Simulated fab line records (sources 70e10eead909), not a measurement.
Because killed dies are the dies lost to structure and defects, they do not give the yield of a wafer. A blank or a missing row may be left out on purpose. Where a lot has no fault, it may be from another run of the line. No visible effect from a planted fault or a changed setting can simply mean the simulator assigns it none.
Struck lot and sound lot, side by side | flow nand-harc | 17 out of 1302 route steps
Sound: these wafers, L631.1, L631.2, L631.5. Struck: wafer L639.5; the same lot's L639.6 was not struck, so it is left out; see the end for the cause.
Order at every step that has rows: each side's tool, ch and its chambers, its first start. Under that, the readings that differ: sound wafers | struck wafers | difference of the means | sigmas: that difference in standard deviations of wafers without a fault.
alike: a reading whose means differ by less than 2 such deviations, as well as words and numbers matching on both sides. not compared: withheld readings; readings where some wafer has no value; bounds like >300 that might hide an equal value; numbers whose values overlap and for which the record gives no deviation.
The two part at a step that has a row with sigmas, a row that says differs or no value, or rows on one side only. Numbers that don't overlap but have no deviation are shown without sigmas and don't part them. A reading missing from all wafers of one side parts the sides only when that side holds two or more wafers.

NHARC_A_M0_OVL_MEAS_10: pitch 160 nm.
  sound: overlay-02 at day 22 20:02; struck: overlay-02 at day 25 22:20
  reading           | sound       | struck | difference | sigmas
  overlay-y-nm (nm) | 0.9 1.3 0.8 | -0.5   | -1.5       | -2
  alike: overlay-x-nm
NHARC_A_M0_INSPECT_11:
  sound: defect-inspect-02 at day 22 20:05; struck: defect-inspect-01 at day 25 22:22
  alike: raw-defect-count
NHARC_A_M0_DESCUM_14: chemistry O2, time 3 s.
  sound on rie-diel-04 ch 1,2,3, day 22 20:09; struck on rie-diel-09 ch 1, day 25 22:28
  reading                     | sound       | struck | difference | sigmas
  drypump-motor-current-A (A) | 5.4 5.8 6.0 | 6.7    | +1.0       | +3
  alike: mfc-ar-sccm, oes-product-au, rf-vpp-V, showerhead-plenum-p-Torr, throttle-valve-pct
  not compared: rf-hours-counter-h
then, 1 step without rows for these wafers: NHARC_A_M0_ETCH_34 (etches the open film in N2/H2, target depth 40 nm, overetch 12 nm, time 43.94 s).
NHARC_A_M0_ETCH_15: etches the open film in C4F8/Ar, target depth 150 nm, overetch 15 nm, time 82.5 s.
  sound: rie-diel-04 ch 1,2,3; struck: rie-diel-09 ch 1
  alike: oes-product-au, rf-vpp-V
  not compared: rf-hours-counter-h
NHARC_A_M0_CD_MEAS_16:
  sound: cd-sem-01 at day 22 20:26; struck: cd-sem-02 at day 25 22:44
  alike: cd-nm
NHARC_A_M0_STRIP_18: strips in N2/H2.
  sound on rie-diel-09 ch 0,1,2, day 22 20:34; struck on rie-diel-02 ch 1, day 25 22:55
  alike: drypump-motor-current-A, h2-flow-sccm, mfc-ar-sccm, n2-flow-sccm, oes-product-au, rf-vpp-V, showerhead-plenum-p-Torr, throttle-valve-pct
  not compared: rf-hours-counter-h
then, 1 step without rows for these wafers: NHARC_A_M0_STRIP_19 (strips in post etch residue remover, time 600 s).
NHARC_A_M0_DEGAS_28: time 60 s.
  sound: pvd-sputter-03 at day 22 21:05; struck: pvd-sputter-03 at day 25 23:23
  alike: heater-power-w
then, 1 step without rows for these wafers: NHARC_A_M0_PRE_CLEAN_29 (time 30 s).
NHARC_A_M0_PVD_20: deposits TaN, target thk 5 nm, time 8.06 s.
  sound on pvd-sputter-03; struck on pvd-sputter-03
  alike: bias-v, throttle-valve-pct
then, 1 step without rows for these wafers: NHARC_A_M0_PVD_21 (deposits Cu, target thk 30 nm, time 20.49 s).
NHARC_A_M0_ECD_22: material Cu, target thk 400 nm.
  sound on ecd-cu-01 ch 0,1, day 22 21:26; struck on ecd-cu-01 ch 0,1, day 25 23:55
then, 1 step without rows for these wafers: NHARC_A_M0_ANNEAL_30 (time 90 s).
NHARC_A_M0_CMP_23: polishes, t overpolish 20 s, target thk 113.75 nm.
  sound on cmp-04 ch 1,2,3, day 22 22:10; struck on cmp-01 ch 2, day 26 00:32
  reading                | sound          | struck | difference | sigmas
  time-to-endpoint-s (s) | 32.4 25.2 28.8 | 13.1   | -15.7      | -7
  alike: edge-zone-pressure-frac, motor-current-A
NHARC_A_M0_THK_MEAS_24: measures by xrf.
  sound: film-metro-02 at day 22 22:28; struck: film-metro-02 at day 26 00:45
  alike: thk-nm
NHARC_END_SORT_01:
  the record has rows for the struck wafers here (prober-01 ch 0, day 27 14:57) and none for the sound ones

WHERE THEY PART
First at NHARC_A_M0_OVL_MEAS_10; last, within this record, at NHARC_END_SORT_01.

WHY: whatever the simulator had introduced
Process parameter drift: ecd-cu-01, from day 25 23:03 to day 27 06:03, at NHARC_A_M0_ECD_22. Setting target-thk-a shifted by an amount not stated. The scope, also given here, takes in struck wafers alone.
